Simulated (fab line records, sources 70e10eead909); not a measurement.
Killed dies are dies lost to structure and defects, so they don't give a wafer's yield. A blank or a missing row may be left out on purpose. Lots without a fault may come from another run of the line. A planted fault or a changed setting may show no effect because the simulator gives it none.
One fault seen from 2 desks | flow nand_harc | each desk has only its own numbers; what lay behind them comes last

THE TOOL OWNER'S DESK: pecvd-02
The tool's own readings at NHARC_A_M0_DEP_32 (deposits SiCN, target thk 30 nm): means of the sampled wafers that have a number, for each lot that ran on this tool. A lot is out of limits, marked OUT, if its mean lies more than 4 standard deviations from the usual mean; the brackets give that distance.
Columns: A = heater_power_w at NHARC_A_M0_DEP_32, usual 590 W
lot  | first seen here | A
L129 | day 23 21:30    | 489
L127 | day 23 23:52    | 591
L134 | day 26 20:58    | 480
L135 | day 27 20:13    | 559
L142 | day 30 22:08    | 595
L144 | day 31 07:17    | 550
This desk's finding: nothing out of limits on any of the 6 lots.

THE DEFECT DESK
What the inspections along the route counted, lot by lot: means of the sampled wafers that have a number. A lot is out of limits, marked OUT, if its mean lies more than 4 standard deviations from the usual mean; the brackets give that distance.
Columns: A = raw_defect_count at NHARC_A_M1_INSPECT_11, usual 84
lot  | first seen here | A
L125 | day 23 09:11    | 24
L129 | day 23 22:52    | 100
L127 | day 24 01:20    | 23
L128 | day 24 09:41    | 63
L133 | day 26 15:53    | 161
L134 | day 26 22:19    | 80
L135 | day 27 21:33    | 81
L136 | day 28 07:10    | 19
L137 | day 28 08:01    | 66
L139 | day 28 22:47    | 93
L142 | day 30 23:31    | 64
L144 | day 31 08:34    | 471 (+10) OUT
This desk's finding: out of limits on L144; first on L144, day 31 08:34 (raw_defect_count at NHARC_A_M1_INSPECT_11). In limits: L125, L129, L127, L128, L133, L134, L135, L136, L137, L139, L142.

PUT TOGETHER
The defect desk could have raised an alarm at day 31 08:34, on L144.
The tool owner's desk saw nothing out of limits.
The tool owner's desk has L144 on record, within its limits.
Of the lots named, all ran NHARC_A_M0_DEP_32 on pecvd-02.

WHAT THE SIMULATOR HAD PUT IN
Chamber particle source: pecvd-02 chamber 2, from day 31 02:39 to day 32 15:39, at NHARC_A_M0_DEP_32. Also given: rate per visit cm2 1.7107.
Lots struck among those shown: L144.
Hours from the fault's start to each desk's first reading out of limits: the defect desk, 6.
